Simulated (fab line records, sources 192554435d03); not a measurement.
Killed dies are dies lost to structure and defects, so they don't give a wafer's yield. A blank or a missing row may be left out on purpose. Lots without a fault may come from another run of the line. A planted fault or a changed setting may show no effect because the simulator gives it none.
fab line records | flow n5_finfet
record lots=9 wafers=27 last_day=17
route steps=1938 shown BEOL_M5@1130 PASSIVATION@1936
lots that met no fault: from a run of the same line without faults
start_h: hours from the record's first day to the start of the lot's first wafer shown | wait_h: hours since the lot's step before | " the same as in the row above | L1.1+2: a row that stands for several wafers | - no value, or no start given | * or withheld: withheld | < > ~ a bound
route shown NAME@n: a module of which the file shows steps, and the number in the route of the first | usual: mean/standard deviation of fault-free wafers | same: alike in all rows | chamber/n: place in a boat | sites: the reading at each site | _std_site: their standard deviation | _edge_site: outer sites' mean less inner sites' | radius_mm: how far each site lies from the wafer's centre | mask NAME#n: copy n | behind: the tool/chamber that last shaped the wafer | hold: why the lot was held/for how many hours/how that ended | device: the transistor (n, p or np) that didn't switch | end of line: the same wafers' tests at the end of the route | a step without rows: its recipe alone | killed: dies lost to structure and defects at the first sort, not the wafer's yield | map: a wafer's dies, x killed, . not, _ none there
set.NAME: the setting as run; set.NAME@STEP: as run at that earlier step | model.NAME: the simulator's own value behind a step, which no gauge read
steps of the route over a sample of lots; a table a step, a row a wafer
services: from which hour (start_h, from the record's first day; less than 0 if before it) a tool's chamber was out of use, for how many hours, and why
## steps
# step N5_BEOL_M5_ETCH_72
# recipe chemistry=N2/H2 target=underlayer target_depth_a=65 mask_material=CAR-EUV time_s=5.2 ion_energy_ev=200 pressure_mtorr=30 source_w=840 bias_w=150 n2_flow_sccm=200 h2_flow_sccm=200 ends=cleared
# usual drypump_motor_current_A=5.8/0.62 etch_rf_on_time_s=5.22/0.12 oes_product_au=0.66/0.08 rf_vpp_V=523.6/2.6 showerhead_plenum_p_Torr=2.53/0.078 throttle_valve_pct=17.8/0.36
# columns lot.wafer tool chamber start_h wait_h drypump_motor_current_A etch_rf_on_time_s oes_product_au rf_hours_counter_h rf_vpp_V showerhead_plenum_p_Torr throttle_valve_pct
L315.1 rie_diel-04 2 192.46 0.0 5.2 5.36 0.63 151 523.0 2.54 17.5
L315.3 " 0 " " 5.9 5.24 0.64 134 516.6 2.36 17.9
L315.6 " 2 " " 5.2 5.28 0.63 - 523.3 2.54 17.6
L313.1 rie_diel-02 1 194.78 0.0 6.6 5.29 0.58 206 527.4 2.64 18.1
L313.2 " 2 " " 4.7 5.06 0.82 6 524.9 2.60 17.7
L313.6 " 0 " " 5.8 5.42 0.59 - 527.1 2.63 18.5
L319.1 rie_diel-03 0 226.42 0.0 5.1 5.17 0.59 247 521.8 2.49 18.1
L319.2 " 2 " " 5.6 5.19 0.61 218 522.5 2.50 18.1
L319.5 " 1 " " 6.3 5.21 0.59 - 524.3 2.61 17.6
L322.1 rie_diel-02 0 233.17 0.0 5.8 5.50 0.59 238 524.4 2.63 18.6
L322.3 " 3 " " 6.6 5.10 0.72 63 523.0 2.46 17.3
L322.5 " 0 " " 5.8 5.43 0.58 - 526.9 2.62 18.5
L324.3 rie_diel-03 3 259.90 0.0 5.8 5.26 0.65 120 526.6 2.57 17.8
L324.5 " 3 " " 5.8 5.21 0.65 - 525.7 2.57 17.8
L324.6 " 0 " " 5.1 5.13 0.83 - 523.0 2.49 17.8
L331.2 rie_diel-03 3 299.80 0.0 5.8 5.20 0.64 130 524.1 2.57 17.8
L331.3 " 0 " " 5.1 5.14 0.81 8 523.5 2.49 17.7
L331.4 " 2 " " 5.6 5.22 0.61 238 522.6 2.49 18.1
L333.4 rie_diel-03 1 300.03 0.0 6.3 5.07 0.81 5 524.9 2.60 17.2
L333.5 " 1 " " 6.3 5.02 0.81 - 527.7 2.60 17.3
L333.6 " 0 " " 5.1 5.08 0.82 - 520.7 2.49 17.8
L332.3 rie_diel-02 3 300.59 0.0 6.7 4.98 0.71 87 522.8 2.45 17.3
L332.4 " 2 " " 4.7 5.05 0.74 41 525.4 2.58 17.7
L332.6 " 3 " " 6.6 5.02 0.70 - 522.8 2.45 17.3
L334.2 rie_diel-03 1 312.57 0.0 6.3 5.12 0.79 9 527.2 2.60 17.3
L334.3 " 0 " " 5.1 5.11 0.79 11 521.0 2.48 17.8
L334.5 " 1 " " 6.3 5.22 0.80 - 525.0 2.60 17.2
# step N5_BEOL_M5_ETCH_61
# recipe chemistry=CF4 target=SiARC target_depth_a=156 mask_material=CAR-EUV time_s=26 ion_energy_ev=80 pressure_mtorr=40 source_w=545 bias_w=36 Ar_flow_sccm=100 cf4_flow_sccm=100 ends=cleared
# usual drypump_motor_current_A=5.8/0.62 etch_rf_on_time_s=26.1/0.51 oes_product_au=0.66/0.079 rf_vpp_V=184.0/1.1 showerhead_plenum_p_Torr=2.14/0.062 throttle_valve_pct=15.6/0.34
# columns lot.wafer tool chamber start_h wait_h drypump_motor_current_A etch_rf_on_time_s oes_product_au rf_hours_counter_h rf_vpp_V showerhead_plenum_p_Torr throttle_valve_pct
L315.1 rie_diel-04 2 192.48 0.0 5.2 27.0 0.63 151 182.9 2.14 15.2
L315.3 " 0 " " 5.9 26.0 0.64 134 182.1 1.98 15.6
L315.6 " 2 " " 5.2 26.6 0.64 - 183.6 2.14 15.2
L313.1 rie_diel-02 1 194.80 0.0 6.6 26.1 0.59 206 184.8 2.20 15.8
L313.2 " 2 " " 4.6 25.0 0.81 6 184.3 2.21 15.5
L313.6 " 0 " " 5.7 26.5 0.59 - 183.5 2.21 16.3
L319.1 rie_diel-03 0 226.43 0.0 5.1 26.5 0.59 247 183.7 2.12 16.0
L319.2 " 2 " " 5.6 26.5 0.62 218 183.9 2.12 15.9
L319.5 " 1 " " 6.3 26.3 0.58 - 184.9 2.19 15.5
L322.1 rie_diel-02 0 233.19 0.0 5.7 27.1 0.59 238 183.7 2.21 16.3
L322.3 " 3 " " 6.6 25.9 0.72 63 182.3 2.09 15.2
L322.5 " 0 " " 5.7 27.3 0.58 - 183.5 2.21 16.3
L324.3 rie_diel-03 3 259.92 0.0 5.8 26.2 0.64 120 184.5 2.15 15.4
L324.5 " 3 " " 5.8 25.9 0.64 - 185.8 2.15 15.4
L324.6 " 0 " " 5.1 25.8 0.83 - 185.3 2.12 15.5
L331.2 rie_diel-03 3 299.82 0.0 5.8 25.6 0.64 130 183.6 2.15 15.4
L331.3 " 0 " " 5.1 25.6 0.81 8 185.7 2.12 15.5
L331.4 " 2 " " 5.6 26.0 0.61 238 183.9 2.11 15.9
L333.4 rie_diel-03 1 300.04 0.0 6.3 25.6 0.80 5 183.8 2.19 15.0
L333.5 " 1 " " 6.3 25.8 0.80 - 185.0 2.19 15.0
L333.6 " 0 " " 5.1 25.9 0.80 - 184.6 2.12 15.5
L332.3 rie_diel-02 3 300.61 0.0 6.6 25.7 0.69 87 183.2 2.09 15.3
L332.4 " 2 " " 4.6 25.3 0.74 41 183.7 2.19 15.5
L332.6 " 3 " " 6.6 25.8 0.70 - 183.4 2.09 15.3
L334.2 rie_diel-03 1 312.58 0.0 6.3 25.6 0.79 9 184.6 2.19 15.0
L334.3 " 0 " " 5.1 25.8 0.79 11 184.1 2.12 15.5
L334.5 " 1 " " 6.3 25.5 0.79 - 184.9 2.19 15.0
# step N5_BEOL_M5_ETCH_68
# recipe chemistry=N2/H2 target=SOC target_depth_a=800 overetch_a=160 mask_material=SiARC temp_c=40 time_s=120 ion_energy_ev=200 pressure_mtorr=30 source_w=840 bias_w=150 n2_flow_sccm=200 h2_flow_sccm=200
# usual drypump_motor_current_A=5.8/0.58 oes_product_au=0.59/0.062 rf_vpp_V=523.5/2.2 run_length_s=143.2/0.48 showerhead_plenum_p_Torr=2.53/0.077 throttle_valve_pct=17.8/0.31
# columns lot.wafer tool chamber start_h wait_h drypump_motor_current_A oes_product_au rf_hours_counter_h rf_vpp_V run_length_s showerhead_plenum_p_Torr throttle_valve_pct
L315.1 rie_diel-03 3 195.58 0.0 5.8 0.60 100 523.9 142.9 2.58 17.7
L315.3 " 1 " " 6.3 0.54 228 526.7 142.4 2.62 17.6
L315.6 " 1 " " 6.3 0.54 - 525.8 142.8 2.62 17.6
L313.1 rie_diel-02 2 197.35 0.0 4.6 0.71 7 526.2 142.9 2.60 17.6
L313.2 " 3 " " 6.7 0.66 52 522.1 144.4 2.46 17.2
L313.6 " 1 " " 6.6 0.54 - 526.2 143.2 2.64 18.1
L319.1 rie_diel-04 1 228.56 0.0 5.3 0.63 97 521.1 143.4 2.46 17.6
L319.2 " 0 " " 5.9 0.57 146 517.3 144.4 2.36 17.9
L319.5 " 2 " " 5.2 0.52 - 524.0 170.8 2.53 17.5
L322.1 rie_diel-04 2 235.11 0.0 5.2 0.57 165 524.8 142.7 2.53 17.6
L322.3 " 1 " " 5.3 0.57 99 520.5 171.6 2.46 17.5
L322.5 " 2 " " 5.2 0.51 - 523.9 170.5 2.53 17.5
L324.3 rie_diel-03 2 261.92 0.0 5.7 0.55 229 523.5 143.4 2.49 18.1
L324.5 " 0 " " 5.1 0.74 - 523.7 143.4 2.49 17.7
L324.6 " 1 " " 6.4 0.52 - 524.4 142.4 2.61 17.6
L331.2 rie_diel-02 2 303.01 0.0 4.7 0.66 41 524.2 143.1 2.58 17.7
L331.3 " 1 " " 6.6 0.52 243 525.7 143.2 2.62 18.2
L331.4 " 0 " " 5.8 0.74 4 525.4 143.2 2.62 18.1
L333.4 rie_diel-03 1 303.06 0.0 6.3 0.72 6 525.6 142.4 2.60 17.2
L333.5 " 0 " " 5.1 0.71 - 522.7 143.1 2.49 17.7
L333.6 " 1 " " 6.3 0.71 - 526.0 142.4 2.60 17.2
L332.3 rie_diel-03 3 303.45 0.0 5.8 0.57 131 525.6 143.1 2.56 17.8
L332.4 " 0 " " 5.2 0.71 9 523.1 142.9 2.48 17.7
L332.6 " 0 " " 5.2 0.71 - 521.9 143.4 2.49 17.7
L334.2 rie_diel-03 3 313.94 0.0 5.8 0.57 134 523.0 142.9 2.56 17.8
L334.3 " 1 " " 6.3 0.71 10 524.7 142.6 2.60 17.2
L334.5 " 2 " " 5.6 0.54 - 522.8 143.1 2.49 18.1
# step N5_BEOL_M5_ETCH_41
# recipe chemistry=CH3F/O2 target=SiCN target_depth_a=315 taper_deg=2 time_s=56.7 ion_energy_ev=120 mask_material=TiN pressure_mtorr=30 source_w=395 bias_w=75 Ar_flow_sccm=150 CH3F_flow_sccm=30 O2_flow_sccm=20
# usual drypump_motor_current_A=5.8/0.58 oes_product_au=0.77/0.087 rf_vpp_V=297.1/1.5 run_length_s=80.0/0.48 showerhead_plenum_p_Torr=1.99/0.061 throttle_valve_pct=16.25/0.3
# same time_s=56.7
# columns lot.wafer tool chamber start_h wait_h drypump_motor_current_A oes_product_au rf_hours_counter_h rf_vpp_V run_length_s showerhead_plenum_p_Torr throttle_valve_pct
L315.1 rie_diel-03 3 - - 5.8 0.78 100 297.4 80.3 2.02 16.06
L315.3 " 1 " " 6.3 0.69 228 299.8 79.2 2.05 16.11
L315.6 " 1 " " 6.3 0.69 - 298.8 79.2 2.05 16.10
L313.1 rie_diel-02 2 - - 4.7 0.95 7 298.0 79.8 2.06 16.21
L313.2 " 3 " " 6.6 0.87 52 297.6 80.9 1.96 15.93
L313.6 " 1 " " 6.6 0.69 - 297.9 80.6 2.05 16.49
L319.1 rie_diel-04 1 - - 5.3 0.82 97 296.2 80.4 1.92 15.91
L319.2 " 0 " " 5.9 0.73 146 294.3 80.8 1.83 16.30
L319.5 " 2 " " 5.1 0.73 - 298.6 79.8 2.00 16.01
L322.1 rie_diel-04 2 - - 5.2 0.72 165 296.6 79.5 2.00 16.01
L322.3 " 1 " " 5.3 0.81 99 297.1 80.2 1.92 15.90
L322.5 " 2 " " 5.1 0.73 - 297.5 79.5 2.00 16.02
L324.3 rie_diel-03 2 - - 5.6 0.71 229 296.4 79.7 1.97 16.61
L324.5 " 0 " " 5.1 0.97 - 297.7 80.0 1.98 16.28
L324.6 " 1 " " 6.3 0.68 - 297.8 79.5 2.05 16.15
L331.2 rie_diel-02 2 - - 4.7 0.87 41 297.8 80.3 2.05 16.29
L331.3 " 1 " " 6.6 0.66 243 297.4 79.8 2.04 16.55
L331.4 " 0 " " 5.8 0.96 5 297.6 80.1 2.05 16.46
L333.4 rie_diel-03 1 - - 6.3 0.94 6 296.4 79.1 2.04 15.68
L333.5 " 0 " " 5.1 0.94 - 297.9 80.0 1.98 16.30
L333.6 " 1 " " 6.3 0.95 - 298.5 79.5 2.04 15.68
L332.3 rie_diel-03 3 - - 5.8 0.75 131 297.6 80.3 2.00 16.14
L332.4 " 0 " " 5.1 0.94 9 295.2 80.0 1.98 16.30
L332.6 " 0 " " 5.1 0.94 - 297.2 79.7 1.98 16.31
L334.2 rie_diel-03 3 - - 5.8 0.75 134 296.9 79.5 2.00 16.14
L334.3 " 1 " " 6.3 0.92 10 297.8 79.2 2.04 15.72
L334.5 " 2 " " 5.6 0.71 - 296.8 80.3 1.97 16.63
# step N5_PASSIVATION_PROBE_49
# usual defect_limited_yield=91.4/1.4 killed_at_M0_to_M3=33/11 killed_at_M4_up=13/5.3 killed_at_contacts=13/6.1 killed_at_front_end=40/11 killed_at_other=2.9/2.7 killed_dies=102/17 killed_open=68/13 killed_short=32/7.5 sort_bin_4_leakage=0.00/0.022 sort_bin_5_function=5.1/0.98 sort_bin_6_memory=3.2/0.69 sort_bin_8_speed=0.1/1.1 sort_n_pass=1077/21 sort_yield_pct=91.3/1.7
# same gross_dies=1180 killed_at_back_side=0
# columns lot.wafer tool chamber start_h wait_h defect_limited_yield[%] killed_at_M0_to_M3 killed_at_M4_up killed_at_contacts killed_at_front_end killed_at_other killed_dies killed_open killed_short sort_bin_4_leakage[%] sort_bin_5_function[%] sort_bin_6_memory[%] sort_bin_8_speed[%] sort_n_pass sort_yield_pct[%]
L319.1 prober-02 - 340.53 0.0 91.6 29 22 9 39 0 99 69 29 0 5.3 2.8 0 1081 91.6
L319.2 prober-02 - 340.58 0.1 90.5 28 14 18 52 0 112 76 29 0 5.3 3.6 0 1068 90.5
L319.5 prober-02 - 340.73 0.2 92.1 39 21 8 22 3 93 60 32 0 4.9 2.3 0 1087 92.1
# killed by level:class
L319.1 BEOL_M2:geometric_particle:open=10 BEOL_M4:geometric_particle:open=10 FIN_SAQP:geometric_particle:short=9 STI_FIN_REVEAL:geometric_particle:open=9 MOL_CONTACT_COAG:geometric_particle:open=9 BEOL_M0_SAQP:geometric_particle:open=8 FIN_SAQP:geometric_particle:open=5 STI_FIN_REVEAL:geometric_particle:short=4
L319.2 STI_FIN_REVEAL:geometric_particle:open=17 MOL_CONTACT_COAG:geometric_particle:open=14 FIN_SAQP:geometric_particle:open=12 BEOL_M0_SAQP:geometric_particle:open=9 BEOL_M0_SAQP:geometric_particle:short=8 FIN_SAQP:geometric_particle:short=6 BEOL_M4:geometric_particle:open=5 MOL_CONTACT_COAG:geometric_particle:short=4
L319.5 BEOL_M2:geometric_particle:open=12 BEOL_M4:geometric_particle:open=11 BEOL_M0_SAQP:geometric_particle:short=8 FIN_SAQP:geometric_particle:short=7 MOL_CONTACT_COAG:geometric_particle:open=5 BEOL_M0_SAQP:geometric_particle:open=5 BEOL_M3:geometric_particle:open=5 DUMMY_GATE:geometric_particle:open=3
## services
# columns tool chamber start_h hours kind
rie_diel-04 1 209.51 16.5 repair
rie_diel-02 0 238.33 5.8 repair
rie_diel-03 0 241.10 - clean
rie_diel-03 0 241.10 - consumable_replace:focus_ring
rie_diel-03 0 241.10 13.3 scheduled_down
rie_diel-03 0 241.10 13.3 vent_cycle
rie_diel-03 1 264.73 - clean
rie_diel-03 1 264.73 - consumable_replace:focus_ring
rie_diel-03 1 264.73 16.1 scheduled_down
rie_diel-03 1 264.73 16.1 vent_cycle
rie_diel-03 - 271.55 14.6 pm
rie_diel-02 0 274.53 - clean
rie_diel-02 0 274.53 - consumable_replace:focus_ring
rie_diel-02 0 274.53 14.8 scheduled_down
rie_diel-02 0 274.53 14.8 vent_cycle
## key
first_sign step=N5_BEOL_M5_ETCH_68 reading=run_length_s direction=up sigmas=57 usual=* struck=*
effect none on later readings
met_at N5_BEOL_M5_ETCH_68
struck_lots L319,L322
struck_wafers L319.5,L322.3,L322.5
not_acting_at N5_BEOL_M5_ETCH_72,N5_BEOL_M5_ETCH_61,N5_BEOL_M5_ETCH_41
fault kind=process_parameter_drift tool=rie_diel-04 chamber=- onset_h=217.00 steps=N5_BEOL_M5_ETCH_68 channel=time_s offset=* shape=step end_h=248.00 scope=struck_wafers_only acts_in=* stated=*
